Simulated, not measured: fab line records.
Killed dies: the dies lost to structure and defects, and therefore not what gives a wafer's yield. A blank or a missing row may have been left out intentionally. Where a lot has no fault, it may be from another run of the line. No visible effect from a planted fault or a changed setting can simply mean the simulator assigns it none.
fab line records -- flow nand-harc
record lots=11, wafers=33, last-day=33
route steps=1302 shown P_ZERO_WELL@14 P_STI@85 END@1302
lots with no fault: from the same line, run without faults
start-h: hours from the record's first day to the start of the lot's first wafer shown -- wait-h: how many hours have passed since the lot's step before this one -- " repeats the value in the row above -- L1.1+2: one row covering several wafers at once -- - value missing, or start not given -- * or withheld: withheld -- < > ~ a bound
route shown NAME@n: names a module that has steps shown in the file, with the first one's number in the route -- usual: mean and standard deviation over wafers with no fault -- same: alike in all rows -- chamber/n: place in a boat -- sites: the reading at each site -- _std_site: how widely they spread, as a standard deviation -- _edge_site: outer sites' mean less inner sites' -- radius-mm: for every site, how far away it sits from the centre of the wafer -- mask NAME#n: copy n -- behind: the tool/chamber that last shaped the wafer -- hold: why the lot went on hold/how many hours it stayed there/how the hold came to an end -- device: which transistor (n, p or np) failed to switch -- end of line: at the end of the route, the tests of the same wafers -- a step given without rows: its recipe and nothing more -- killed: count of dies lost to structure and defects at first sort (not the wafer's yield) -- map: a wafer's dies, x killed, . not, _ none there
set.NAME: the setting as run; set.NAME@STEP: as run at that earlier step -- model.NAME: the simulator's own value behind a step, which no gauge read
route steps across a sampled set of lots; one table per step, one row per wafer
services: when a tool's chamber went out of use (start-h, in hours from the record's first day, below 0 if earlier), for how many hours, and the reason
## steps
# step NHARC_P_ZERO_WELL_CD_MEAS_11
# recipe target-cd-nm=500, landing-energy-ev=500
# usual cd-nm=501/4.1
lot.wafer,tool,chamber,start-h,wait-h,cd-nm
L120.1,cd-sem-01,0,41.13,-,507
L120.3,cd-sem-01,0,41.13,-,504
L120.6,cd-sem-01,0,41.13,-,507
L122.2,cd-sem-02,0,61.12,-,499
L122.4,cd-sem-02,0,61.12,-,501
L122.6,cd-sem-02,0,61.12,-,501
L123.1,cd-sem-02,0,71.25,-,496
L123.2,cd-sem-02,0,71.25,-,500
L123.6,cd-sem-02,0,71.25,-,502
L125.4,cd-sem-02,0,91.12,-,507
L125.5,cd-sem-02,0,91.12,-,505
L125.6,cd-sem-02,0,91.12,-,506
L127.1,cd-sem-01,0,111.26,-,506
L127.2,cd-sem-01,0,111.26,-,503
L127.4,cd-sem-01,0,111.26,-,501
L132.3,cd-sem-03,0,161.24,-,504
L132.4,cd-sem-03,0,161.24,-,506
L132.6,cd-sem-03,0,161.24,-,507
L133.1,cd-sem-01,0,171.11,-,506
L133.2,cd-sem-01,0,171.11,-,505
L133.3,cd-sem-01,0,171.11,-,502
L135.1,cd-sem-03,0,191.23,-,500
L135.2,cd-sem-03,0,191.23,-,497
L135.3,cd-sem-03,0,191.23,-,502
L139.2,cd-sem-03,0,231.24,-,496
L139.3,cd-sem-03,0,231.24,-,494
L139.6,cd-sem-03,0,231.24,-,496
L140.1,cd-sem-03,0,241.26,-,501
L140.2,cd-sem-03,0,241.26,-,497
L140.4,cd-sem-03,0,241.26,-,497
L141.4,cd-sem-01,0,251.19,-,506
L141.5,cd-sem-01,0,251.19,-,502
L141.6,cd-sem-01,0,251.19,-,506
# step NHARC_P_ZERO_WELL_ETCH_65
# recipe target-depth-a=800, overetch-a=240, time-s=87.88, ion-energy-ev=200, n2-flow-sccm=150, h2-flow-sccm=150, ar-flow-sccm=0, rf-w=400, bias-w=150, chemistry=N2/H2
# usual drypump-motor-current-A=5.82/0.26, oes-product-au=1.000/0.014, rf-vpp-V=430.9/2.2, showerhead-plenum-p-Torr=2.06/0.073, throttle-valve-pct=14.172/0.009
lot.wafer,tool,chamber,start-h,wait-h,drypump-motor-current-A,oes-product-au,rf-hours-counter-h,rf-vpp-V,showerhead-plenum-p-Torr,throttle-valve-pct
L120.1,rie-diel-04,1,41.37,0.1,5.56,1.005,8,433.9,2.13,14.177
L120.3,rie-diel-04,2,41.37,0.1,6.18,1.009,10,435.3,2.19,14.166
L120.6,rie-diel-04,1,41.37,0.1,5.59,1.007,-,434.0,2.13,14.187
L122.2,rie-diel-04,3,61.37,0.1,5.53,1.017,15,430.9,2.05,14.171
L122.4,rie-diel-04,0,61.37,0.1,5.96,1.023,16,430.6,2.08,14.180
L122.6,rie-diel-04,3,61.37,0.1,5.53,1.021,-,430.9,2.05,14.171
L123.1,rie-diel-12,0,71.64,0.2,5.86,0.992,53,428.6,2.00,14.174
L123.2,rie-diel-12,3,71.64,0.2,5.58,0.998,48,428.8,1.97,14.186
L123.6,rie-diel-12,1,71.64,0.2,5.80,0.995,-,431.4,2.08,14.192
L125.4,rie-diel-04,2,91.37,0.1,6.24,1.009,24,434.5,2.19,14.176
L125.5,rie-diel-04,0,91.37,0.1,5.92,1.009,-,431.9,2.08,14.155
L125.6,rie-diel-04,1,91.37,0.1,5.60,0.985,-,433.4,2.13,14.170
L127.1,rie-diel-05,0,111.51,0.1,5.42,0.996,18,429.2,2.02,14.182
L127.2,rie-diel-05,1,111.51,0.1,6.06,1.027,18,427.5,1.94,14.166
L127.4,rie-diel-05,3,111.51,0.1,5.76,0.981,17,428.4,2.00,14.166
L132.3,rie-diel-05,1,161.49,0.1,6.07,1.008,31,430.0,1.94,14.166
L132.4,rie-diel-05,3,161.49,0.1,5.76,0.979,28,431.3,1.99,14.167
L132.6,rie-diel-05,1,161.49,0.1,6.05,0.997,-,427.0,1.94,14.171
L133.2,rie-diel-04,2,171.45,0.2,6.24,1.026,54,434.7,2.18,14.170
L133.1,rie-diel-04,3,171.45,0.2,5.53,1.010,50,428.6,2.03,14.159
L133.3,rie-diel-04,1,171.45,0.2,5.58,0.997,51,432.1,2.12,14.172
L135.1,rie-diel-05,2,191.49,0.1,6.07,0.986,38,430.4,2.04,14.175
L135.3,rie-diel-05,3,191.49,0.1,5.75,0.985,37,430.6,1.99,14.171
L135.2,rie-diel-05,0,191.49,0.1,5.41,0.978,44,428.5,2.01,14.156
L139.3,rie-diel-04,0,231.49,0.1,5.93,0.997,15,430.7,2.07,14.158
L139.2,rie-diel-04,1,231.49,0.1,5.56,1.004,15,431.6,2.11,14.174
L139.6,rie-diel-04,2,231.49,0.1,6.27,1.006,-,433.6,2.17,14.169
L140.1,rie-diel-05,1,241.53,0.1,6.07,1.014,1,426.2,1.93,14.169
L140.2,rie-diel-05,2,241.53,0.1,6.09,0.990,1,429.8,2.04,14.176
L140.4,rie-diel-05,0,241.53,0.1,5.42,0.992,-,429.5,2.01,14.177
L141.6,rie-diel-12,3,251.46,0.1,5.59,0.967,-,427.9,1.95,14.175
L141.4,rie-diel-12,0,251.46,0.1,5.86,1.000,-,429.4,1.98,14.180
L141.5,rie-diel-12,2,251.46,0.1,5.78,0.991,-,430.8,2.06,14.176
# step NHARC_P_ZERO_WELL_ETCH_63
# recipe target-depth-a=1200, time-s=40.1, hbr-flow-sccm=150, cl2-flow-sccm=50, rf-w=400, icp-w=400, bias-w=100, chemistry=HBr/Cl2
# usual drypump-motor-current-A=5.5/0.61, oes-product-au=1.004/0.012, throttle-valve-pct=26.405/0.0088
lot.wafer,tool,chamber,start-h,wait-h,drypump-motor-current-A,oes-product-au,rf-hours-counter-h,throttle-valve-pct
L120.1,rie-si-01,1,41.54,-,6.0,1.018,0.1,26.427
L120.3,rie-si-01,3,41.54,-,4.9,1.012,0.1,26.398
L120.6,rie-si-01,1,41.54,-,6.0,1.019,-,26.400
L122.4,rie-si-06,0,61.55,-,5.3,1.007,0.8,26.411
L122.2,rie-si-06,1,61.55,-,5.5,0.999,0.9,26.403
L122.6,rie-si-06,1,61.55,-,5.5,1.004,-,26.395
L123.1,rie-si-04,0,71.81,-,6.7,0.995,0.5,26.410
L123.2,rie-si-04,2,71.81,-,5.2,1.008,0.5,26.402
L123.6,rie-si-04,0,71.81,-,6.7,0.989,-,26.416
L125.4,rie-si-04,2,91.54,-,5.2,1.002,0.7,26.406
L125.5,rie-si-04,1,91.54,-,4.9,0.992,-,26.419
L125.6,rie-si-04,2,91.54,-,5.2,1.000,-,26.408
L127.2,rie-si-06,0,111.69,-,5.3,1.012,0.2,26.409
L127.1,rie-si-06,1,111.69,-,5.5,0.973,0.2,26.403
L127.4,rie-si-06,3,111.69,-,5.1,0.999,0.2,26.408
L132.3,rie-si-06,0,161.67,-,5.3,1.012,0.5,26.392
L132.4,rie-si-06,2,161.67,-,5.7,0.994,0.4,26.405
L132.6,rie-si-06,3,161.67,-,5.1,0.997,-,26.413
L133.3,rie-si-06,0,171.62,-,5.3,1.004,0.6,26.402
L133.2,rie-si-06,1,171.62,-,5.5,0.994,0.6,26.403
L133.1,rie-si-06,2,171.62,-,5.6,0.997,0.6,26.394
L135.2,rie-si-06,0,191.65,-,5.3,0.990,0.7,26.412
L135.1,rie-si-06,2,191.65,-,5.6,0.993,0.7,26.396
L135.3,rie-si-06,3,191.65,-,5.1,1.005,0.6,26.404
L139.2,rie-si-01,0,231.67,-,5.8,1.015,0.2,26.402
L139.3,rie-si-01,1,231.67,-,5.9,1.007,0.1,26.405
L139.6,rie-si-01,1,231.67,-,6.0,1.005,-,26.390
L140.2,rie-si-01,1,241.73,-,6.0,1.006,0.2,26.402
L140.1,rie-si-01,3,241.73,-,4.9,1.030,0.2,26.382
L140.4,rie-si-01,0,241.73,-,5.8,1.011,-,26.409
L141.4,rie-si-04,3,251.63,-,4.8,0.991,0.4,26.387
L141.6,rie-si-04,3,251.63,-,4.8,0.991,-,26.401
L141.5,rie-si-04,0,251.63,-,6.7,0.990,-,26.407
# step NHARC_P_ZERO_WELL_INSPECT_43
# usual raw-defect-count=13/5.4
lot.wafer,tool,chamber,start-h,wait-h,raw-defect-count
L120.1,defect-inspect-02,-,47.56,0.6,7
L120.3,defect-inspect-02,-,47.56,0.6,14
L120.6,defect-inspect-02,-,47.56,0.6,10
L122.2,defect-inspect-01,-,67.35,0.5,16
L122.4,defect-inspect-01,-,67.35,0.5,13
L122.6,defect-inspect-01,-,67.35,0.5,14
L123.1,defect-inspect-02,-,77.81,0.6,35
L123.2,defect-inspect-02,-,77.81,0.6,13
L123.6,defect-inspect-02,-,77.81,0.6,15
L125.4,defect-inspect-02,-,97.47,0.2,6
L125.5,defect-inspect-02,-,97.47,0.2,19
L125.6,defect-inspect-02,-,97.47,0.2,15
L127.1,defect-inspect-02,-,117.62,0.6,13
L127.2,defect-inspect-02,-,117.62,0.6,10
L127.4,defect-inspect-02,-,117.62,0.6,17
L132.3,defect-inspect-02,-,167.71,0.4,6
L132.4,defect-inspect-02,-,167.71,0.4,13
L132.6,defect-inspect-02,-,167.71,0.4,11
L133.1,defect-inspect-01,-,177.41,0.6,960
L133.2,defect-inspect-01,-,177.41,0.6,941
L133.3,defect-inspect-01,-,177.41,0.6,952
L135.1,defect-inspect-02,-,197.56,0.6,981
L135.2,defect-inspect-02,-,197.56,0.6,923
L135.3,defect-inspect-02,-,197.56,0.6,938
L139.2,defect-inspect-01,-,238.20,0.5,11
L139.3,defect-inspect-01,-,238.20,0.5,5
L139.6,defect-inspect-01,-,238.20,0.5,14
L140.1,defect-inspect-02,-,247.83,0.6,14
L140.2,defect-inspect-02,-,247.83,0.6,15
L140.4,defect-inspect-02,-,247.83,0.6,5
L141.4,defect-inspect-02,-,257.74,0.2,6
L141.5,defect-inspect-02,-,257.74,0.2,11
L141.6,defect-inspect-02,-,257.74,0.2,10
# step NHARC_P_STI_INSPECT_11
# usual raw-defect-count=5.2/2.7
lot.wafer,tool,chamber,start-h,wait-h,raw-defect-count
L120.1,defect-inspect-02,-,64.55,0.0,6
L120.3,defect-inspect-02,-,64.55,0.0,5
L120.6,defect-inspect-02,-,64.55,0.0,7
L122.2,defect-inspect-02,-,85.77,0.0,5
L122.4,defect-inspect-02,-,85.77,0.0,2
L122.6,defect-inspect-02,-,85.77,0.0,4
L123.1,defect-inspect-02,-,93.69,0.0,5
L123.2,defect-inspect-02,-,93.69,0.0,1
L123.6,defect-inspect-02,-,93.69,0.0,5
L125.4,defect-inspect-02,-,113.14,0.0,9
L125.5,defect-inspect-02,-,113.14,0.0,7
L125.6,defect-inspect-02,-,113.14,0.0,5
L127.1,defect-inspect-02,-,136.75,0.0,3
L127.2,defect-inspect-02,-,136.75,0.0,2
L127.4,defect-inspect-02,-,136.75,0.0,8
L132.3,defect-inspect-01,-,183.33,0.0,3
L132.4,defect-inspect-01,-,183.33,0.0,2
L132.6,defect-inspect-01,-,183.33,0.0,2
L133.1,defect-inspect-02,-,194.28,0.0,937
L133.2,defect-inspect-02,-,194.28,0.0,914
L133.3,defect-inspect-02,-,194.28,0.0,924
L135.1,defect-inspect-02,-,214.08,0.0,987
L135.2,defect-inspect-02,-,214.08,0.0,920
L135.3,defect-inspect-02,-,214.08,0.0,934
L139.2,defect-inspect-02,-,256.68,0.0,6
L139.3,defect-inspect-02,-,256.68,0.0,9
L139.6,defect-inspect-02,-,256.68,0.0,6
L140.1,defect-inspect-01,-,268.85,0.0,7
L140.2,defect-inspect-01,-,268.85,0.0,5
L140.4,defect-inspect-01,-,268.85,0.0,3
L141.4,defect-inspect-02,-,273.08,0.0,12
L141.5,defect-inspect-02,-,273.08,0.0,10
L141.6,defect-inspect-02,-,273.08,0.0,8
# step NHARC_P_STI_ETCH_42
# recipe target-depth-a=800, overetch-a=240, time-s=61, ion-energy-ev=200, n2-flow-sccm=150, h2-flow-sccm=150, ar-flow-sccm=0, rf-w=400, bias-w=150, chemistry=N2/H2
# usual drypump-motor-current-A=5.6/0.38, oes-product-au=0.997/0.014, rf-vpp-V=430.4/2.7, showerhead-plenum-p-Torr=2.03/0.094, throttle-valve-pct=14.171/0.011
lot.wafer,tool,chamber,start-h,wait-h,drypump-motor-current-A,oes-product-au,rf-hours-counter-h,rf-vpp-V,showerhead-plenum-p-Torr,throttle-valve-pct
L120.1,rie-diel-03,3,64.78,0.1,6.1,1.004,12,427.6,1.93,14.156
L120.3,rie-diel-03,0,64.78,0.1,5.8,1.004,11,428.4,1.94,14.168
L120.6,rie-diel-03,2,64.78,0.1,5.0,0.987,-,429.8,2.00,14.180
L122.2,rie-diel-03,3,85.99,0.1,6.1,1.002,13,426.8,1.93,14.183
L122.4,rie-diel-03,0,85.99,0.1,5.7,0.995,12,427.7,1.94,14.166
L122.6,rie-diel-03,0,85.99,0.1,5.7,1.004,-,428.4,1.94,14.156
L123.1,rie-diel-11,0,93.92,0.1,5.4,1.028,0,427.9,1.92,14.180
L123.2,rie-diel-11,1,93.92,0.1,5.2,1.028,0,431.2,2.04,14.162
L123.6,rie-diel-11,3,93.92,0.1,6.3,1.011,-,431.8,2.09,14.197
L125.4,rie-diel-09,2,113.36,0.1,5.2,0.997,7,435.6,2.20,14.191
L125.5,rie-diel-09,1,113.36,0.1,5.9,1.013,-,432.5,2.13,14.175
L125.6,rie-diel-09,2,113.36,0.1,5.2,1.005,-,434.8,2.20,14.165
L127.4,rie-diel-11,0,136.97,0.1,5.4,1.019,2,427.2,1.92,14.167
L127.1,rie-diel-11,2,136.97,0.1,5.8,1.008,3,431.0,2.02,14.160
L127.2,rie-diel-11,3,136.97,0.1,6.3,1.016,2,431.7,2.09,14.171
L132.3,rie-diel-09,3,183.56,0.1,5.8,0.970,1,435.1,2.20,14.170
L132.4,rie-diel-09,1,183.56,0.1,5.9,1.006,1,433.1,2.13,14.181
L132.6,rie-diel-09,2,183.56,0.1,5.2,0.982,-,434.2,2.20,14.167
L133.2,rie-diel-03,0,194.50,0.1,5.7,0.997,7,427.6,1.94,14.162
L133.1,rie-diel-03,2,194.50,0.1,5.0,0.999,7,428.0,1.99,14.162
L133.3,rie-diel-03,3,194.50,0.1,6.1,0.973,6,427.4,1.92,14.184
L135.1,rie-diel-11,3,214.30,0.1,6.3,1.009,7,431.0,2.09,14.163
L135.3,rie-diel-11,0,214.30,0.1,5.4,1.015,6,426.5,1.92,14.165
L135.2,rie-diel-11,2,214.30,0.1,5.8,1.003,8,429.6,2.01,14.173
L139.3,rie-diel-03,3,256.90,0.1,6.1,0.985,10,426.7,1.92,14.165
L139.2,rie-diel-03,2,256.90,0.1,5.0,0.983,11,430.1,1.99,14.180
L139.6,rie-diel-03,3,256.90,0.1,6.1,0.979,-,427.6,1.92,14.176
L140.2,rie-diel-09,0,269.07,0.1,5.3,0.963,5,430.6,2.06,14.162
L140.1,rie-diel-09,1,269.07,0.1,5.9,1.008,5,434.9,2.13,14.175
L140.4,rie-diel-09,2,269.07,0.1,5.2,0.985,5,434.9,2.19,14.188
L141.4,rie-diel-11,2,273.30,0.1,5.7,1.005,0,429.3,2.01,14.172
L141.6,rie-diel-11,1,273.30,0.1,5.2,1.000,-,430.0,2.04,14.155
L141.5,rie-diel-11,2,273.30,0.1,5.8,0.996,-,429.3,2.01,14.172
# step NHARC_END_SORT_01
# recipe temp-c=25
# usual killed-at-array=52/19, killed-at-other=1.0/1.2, killed-at-periphery=4.1/2.8, killed-dies=57/19, killed-open=3.1/1.7, killed-short=2.5/1.5
# same gross-dies=677
lot.wafer,tool,chamber,start-h,wait-h,killed-at-array,killed-at-other,killed-at-periphery,killed-dies,killed-open,killed-short
L133.1,prober-02,0,693.70,2.5,24,0,68,92,4,2
L133.2,prober-02,0,694.49,2.8,28,1,84,113,6,2
L133.3,prober-02,0,695.29,3.1,45,1,99,145,6,4
L132.3,prober-01,0,695.25,3.1,41,0,1,42,0,1
L132.4,prober-01,0,696.06,3.4,52,0,3,55,6,1
L132.6,prober-01,0,697.68,4.0,33,0,4,37,4,4
L135.1,prober-02,0,718.40,2.5,50,7,72,129,2,2
L135.2,prober-02,0,719.20,2.8,37,2,104,143,7,3
L135.3,prober-02,0,720.01,3.1,34,4,93,131,4,2
# killed by level:class
L133.1 P_ZERO_WELL:unspecified=68 A_CHANNEL_HOLE_D2:chamber-film-flake=7 A_SLIT:chamber-film-flake=6 A_CONTACT:chamber-film-flake=3 A_CHANNEL_FILL_D1:geometric-particle:short=2 A_ONON_D1:geometric-particle:open=1 A_CHANNEL_FILL_D1:geometric-particle:open=1 A_BLC:geometric-particle:open=1
L133.2 P_ZERO_WELL:unspecified=81 A_SLIT:chamber-film-flake=8 A_CHANNEL_HOLE_D2:chamber-film-flake=7 A_CHANNEL_HOLE_D1:chamber-film-flake=3 A_DECK1_JOINT:geometric-particle:open=2 A_WL_FILL:chamber-film-flake=2 P_CONTACT:geometric-particle:short=1 P_M0:geometric-particle:open=1
L132.3 A_CHANNEL_HOLE_D1:chamber-film-flake=25 A_WL_FILL:chamber-film-flake=5 A_CONTACT:chamber-film-flake=3 A_ZERO_WELL:chamber-film-flake=2 A_CHANNEL_HOLE_D2:chamber-film-flake=2 A_CHANNEL_FILL_D1:geometric-particle:short=1 P_GATE:chamber-film-flake=1 A_SLIT:chamber-film-flake=1
L133.3 P_ZERO_WELL:unspecified=97 A_CHANNEL_HOLE_D2:chamber-film-flake=19 A_SLIT:chamber-film-flake=13 A_CHANNEL_FILL_D1:geometric-particle:open=2 A_M0:geometric-particle:open=2 A_WL_FILL:chamber-film-flake=2 P_STI:geometric-particle:short=1 A_CHANNEL_FILL_D1:geometric-particle:short=1
L132.4 A_CHANNEL_HOLE_D1:chamber-film-flake=33 A_WL_FILL:chamber-film-flake=6 A_CHANNEL_FILL_D1:geometric-particle:open=2 A_ZERO_WELL:chamber-film-flake=2 A_CHANNEL_HOLE_D2:chamber-film-flake=2 A_CONTACT:chamber-film-flake=2 P_GATE:geometric-particle:open=1 A_CHANNEL_FILL_D2:geometric-particle:short=1
L132.6 A_CHANNEL_HOLE_D1:chamber-film-flake=20 A_WL_FILL:chamber-film-flake=4 A_CONTACT:chamber-film-flake=3 A_WL_FILL:geometric-particle:short=2 P_GATE:geometric-particle:short=1 P_M0:geometric-particle:short=1 P_M0:geometric-particle:open=1 A_ONON_D1:geometric-particle:open=1
L135.1 P_ZERO_WELL:unspecified=71 A_CHANNEL_HOLE_D1:chamber-film-flake=38 THIN_TSV:chamber-film-flake=7 A_STAIRCASE:chamber-film-flake=4 A_CONTACT:chamber-film-flake=2 P_CONTACT:geometric-particle:open=1 A_ONON_D1:geometric-particle:short=1 A_DECK1_JOINT:geometric-particle:open=1
L135.2 P_ZERO_WELL:unspecified=100 A_CHANNEL_HOLE_D1:chamber-film-flake=19 A_CONTACT:chamber-film-flake=4 A_STAIRCASE:chamber-film-flake=3 P_CONTACT:geometric-particle:open=2 A_CHANNEL_FILL_D2:geometric-particle:open=2 A_SLIT:chamber-film-flake=2 THIN_TSV:chamber-film-flake=2
L135.3 P_ZERO_WELL:unspecified=89 A_CHANNEL_HOLE_D1:chamber-film-flake=19 A_STAIRCASE:chamber-film-flake=5 A_CONTACT:chamber-film-flake=5 THIN_TSV:chamber-film-flake=3 P_M2:chamber-film-flake=2 A_CHANNEL_HOLE_D1:geometric-particle:short=1 P_CONTACT:geometric-particle:open=1
## services
tool,chamber,start-h,hours,kind
rie-diel-09,2,17.51,3.6,repair
rie-si-04,3,35.11,7.5,repair
rie-si-04,3,50.85,9.9,repair
rie-diel-05,-,52.62,9.0,pm
rie-diel-11,2,58.94,5.4,repair
rie-si-06,-,72.00,9.0,pm
rie-diel-11,-,78.56,9.0,pm
rie-si-04,1,100.70,2.0,repair
rie-diel-11,1,102.02,4.7,repair
rie-diel-03,-,104.30,9.0,pm
rie-diel-04,-,110.16,0.6,repair
rie-diel-03,1,116.74,4.8,repair
rie-si-04,-,117.88,2.0,repair
rie-diel-03,3,140.03,1.7,repair
rie-diel-11,-,147.42,2.5,repair
rie-diel-03,-,176.73,0.3,repair
rie-diel-04,-,177.90,9.0,pm
rie-si-06,3,207.57,2.4,repair
rie-diel-05,-,229.62,9.0,pm
rie-diel-03,3,233.74,10.9,repair
rie-si-06,-,249.00,9.0,pm
rie-diel-04,0,255.46,68.1,repair
rie-diel-11,-,255.56,9.0,pm
rie-diel-04,1,261.61,7.5,repair
## key
first-sign step=NHARC_P_ZERO_WELL_INSPECT_43, reading=raw-defect-count, direction=up, sigmas=99+, usual=13, struck=949
effect step=NHARC_P_STI_INSPECT_11, reading=raw-defect-count, direction=up, sigmas=99+, usual=5.2, struck=936
effect step=NHARC_END_SORT_01, reading=killed-at-periphery, direction=up, sigmas=29, usual=4.1, struck=86.7
more-kills-born-at NHARC_P_ZERO_WELL_ETCH_63@rie-si-06=506
met-at NHARC_P_ZERO_WELL_ETCH_63
struck-lots L133,L135
tester-left-out L133,L135
not-acting-at NHARC_P_ZERO_WELL_CD_MEAS_11,NHARC_P_ZERO_WELL_ETCH_65,NHARC_P_STI_ETCH_42
onset-between 161.67 171.62
fault kind=chamber-particle-source, tool=rie-si-06, chamber=-, onset-h=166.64, steps=NHARC_P_ZERO_WELL_ETCH_63, rate-per-visit-cm2=1.4424, end-h=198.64
# tester-left-out: of these lots the tester's yield and bins aren't shown, on N5 and GAA mostly nor the transistor test; their killed dies are dies lost to structure and defects alone, not to doping, threshold or leakage, so they don't give the yield
